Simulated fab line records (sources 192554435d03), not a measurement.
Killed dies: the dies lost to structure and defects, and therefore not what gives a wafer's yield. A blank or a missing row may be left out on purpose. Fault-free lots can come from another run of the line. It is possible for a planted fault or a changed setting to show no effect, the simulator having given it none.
One fault through the eyes of 2 desks :: flow n5_finfet :: each desk holds nothing but its own numbers, with what lay behind them at the end

== AT THE METROLOGY DESK ==
Means of the sampled wafers that have a number, per lot and without regard to the tool the lot ran on: this is what the gauges read. Any lot whose mean is over 4 standard deviations away from the usual mean is out of limits and marked OUT; that distance is given in the brackets. Only the readings that lie furthest out on some lot appear, 7 of the 10 it has.
Columns: A = DIBL_N at N5_BEOL_M4_RC_MEAS_101, usual 36.0 mV/V; B = DIBL_P at N5_BEOL_M4_RC_MEAS_101, usual 35.8 mV/V; C = IOFF_N at N5_BEOL_M4_RC_MEAS_101, usual 0.15 nA/um; D = IOFF_P at N5_BEOL_M4_RC_MEAS_101, usual 0.20 nA/um; E = ION_N at N5_BEOL_M4_RC_MEAS_101, usual 670 uA/um; F = SS_N at N5_BEOL_M4_RC_MEAS_101, usual 71.5 mV/dec; G = VT_N at N5_BEOL_M4_RC_MEAS_101, usual 250 mV
lot: L856
first seen here: day 9 09:13
A: 38.8
B: 39.4
C: 0.19
D: 0.26
E: 666
F: 72.8
G: 246

lot: L870
first seen here: day 13 11:15
A: 35.6
B: 34.8
C: 0.14
D: 0.19
E: 668
F: 71.3
G: 253

lot: L872
first seen here: day 13 17:06
A: 38.0
B: 37.8
C: 0.20
D: 0.25
E: 689
F: 71.4
G: 245
Finding of this desk: none of the 3 lots has anything out of limits.

== FOR THE TOOL OWNER'S DESK: pecvd-01 ==
The tool's own readings at N5_BEOL_M0_SAQP_PECVD_00 (deposits SiCN from 3MS/NH3, target thk 8 nm, time 14 s): means of the sampled wafers that have a number, for each lot that ran on this tool. Any lot whose mean is over 4 standard deviations away from the usual mean is out of limits and marked OUT; that distance is given in the brackets.
Columns: A = showerhead_plenum_p_Torr at N5_BEOL_M0_SAQP_PECVD_00, usual 3.654 Torr; B = showerhead_vpp_V at N5_BEOL_M0_SAQP_PECVD_00, usual 889 V; C = throttle_valve_pct at N5_BEOL_M0_SAQP_PECVD_00, usual 8.9 %
lot: L856
first seen here: day 7 00:59
A: 3.651
B: 892
C: 8.9

lot: L870
first seen here: day 10 13:34
A: 3.641
B: 932
C: 9.1

lot: L872
first seen here: day 11 00:29
A: 3.649
B: 883
C: 8.9
Finding of this desk: none of the 3 lots has anything out of limits.

== ALL TOGETHER ==
The metrology desk saw nothing out of limits.
The desk of the tool owner found nothing out of limits.

== WHAT HAD BEEN PUT IN BY THE SIMULATOR ==
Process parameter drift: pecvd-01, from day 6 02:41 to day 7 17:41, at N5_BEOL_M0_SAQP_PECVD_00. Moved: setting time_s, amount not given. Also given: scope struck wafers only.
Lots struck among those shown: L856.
